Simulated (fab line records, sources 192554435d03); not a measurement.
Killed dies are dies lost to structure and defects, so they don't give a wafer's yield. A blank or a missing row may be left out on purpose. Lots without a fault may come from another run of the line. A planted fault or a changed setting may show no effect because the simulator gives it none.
Chamber matching | flow n5_finfet | N5_BEOL_M4_VIA_ETCH_34 on rie_diel-03: 4 sister chambers
The step etches the open film in C4F6/O2, target depth 69.4 nm, time 65.9 s. 18 wafers are shown with their chamber, then 9 later ones without.

WAFERS WITH THEIR CHAMBER
wafer  | chamber | drypump_motor_current_A (A) | rf_vpp_V (V) | showerhead_plenum_p_Torr (Torr)
L074.1 | 2       | 5.5                         | 649          | 2.80
L074.2 | 0       | 6.3                         | 660          | 2.79
L074.3 | 1       | 6.3                         | 647          | 2.87
L074.4 | 3       | 6.0                         | 649          | 2.83
L074.5 | 2       | 5.5                         | 649          | 2.80
L074.6 | 1       | 6.3                         | 648          | 2.87
L078.2 | 0       | 6.3                         | 660          | 2.79
L078.4 | 1       | 6.3                         | 648          | 2.87
L078.6 | 3       | 6.0                         | 647          | 2.83
L081.1 | 0       | 6.3                         | 660          | 2.78
L081.3 | 1       | 6.3                         | 648          | 2.86
L081.6 | 0       | 6.3                         | 660          | 2.78
L083.3 | 1       | 6.3                         | 647          | 2.86
L083.4 | 1       | 6.3                         | 648          | 2.86
L083.5 | 3       | 5.9                         | 647          | 2.83
L082.2 | 1       | 6.3                         | 647          | 2.86
L082.3 | 2       | 5.4                         | 648          | 2.79
L082.5 | 3       | 5.9                         | 649          | 2.82

SIGNATURES (means of the wafers above)
reading                  | chamber 0 | chamber 1 | chamber 2 | chamber 3 | scatter within a chamber
drypump_motor_current_A  | 6.300     | 6.300     | 5.467     | 5.950     | 0.0345
rf_vpp_V                 | 660.00    | 647.57    | 648.67    | 648.00    | 0.675
showerhead_plenum_p_Torr | 2.7850    | 2.8643    | 2.7967    | 2.8275    | 0.00543
Rule: a wafer's distance from a chamber is the root of the sum, over the readings, of the square of ((its reading less the chamber's mean) divided by the reading's scatter). The wafer belongs to the nearest chamber; if the next one is less than 2 further off, it can't be placed. The scatter: the root of (the sum of the squares of (reading less its chamber's mean) over the shown wafers, divided by (wafers less chambers)).

WAFERS WITHOUT THEIR CHAMBER
wafer  | drypump_motor_current_A (A) | rf_vpp_V (V) | showerhead_plenum_p_Torr (Torr)
L085.2 | 5.9                         | 648          | 2.82
L085.3 | 6.3                         | 648          | 2.86
L085.5 | 5.9                         | 648          | 2.82
L087.1 | 6.3                         | 647          | 2.86
L087.4 | 6.3                         | 659          | 2.78
L087.5 | 5.9                         | 646          | 2.82
L089.4 | 6.4                         | 647          | 2.86
L089.5 | 6.3                         | 659          | 2.78
L089.6 | 5.9                         | 647          | 2.82

WHICH CHAMBER EACH WENT THROUGH
wafer  | from the rows above | in truth
L085.2 | 3                   | 3
L085.3 | 1                   | 1
L085.5 | 3                   | 3
L087.1 | 1                   | 1
L087.4 | 0                   | 0
L087.5 | 3                   | 3
L089.4 | 1                   | 1
L089.5 | 0                   | 0
L089.6 | 3                   | 3
Placed correctly: 9 of 9. Can't be placed from these rows: 0. Placed wrongly: 0.
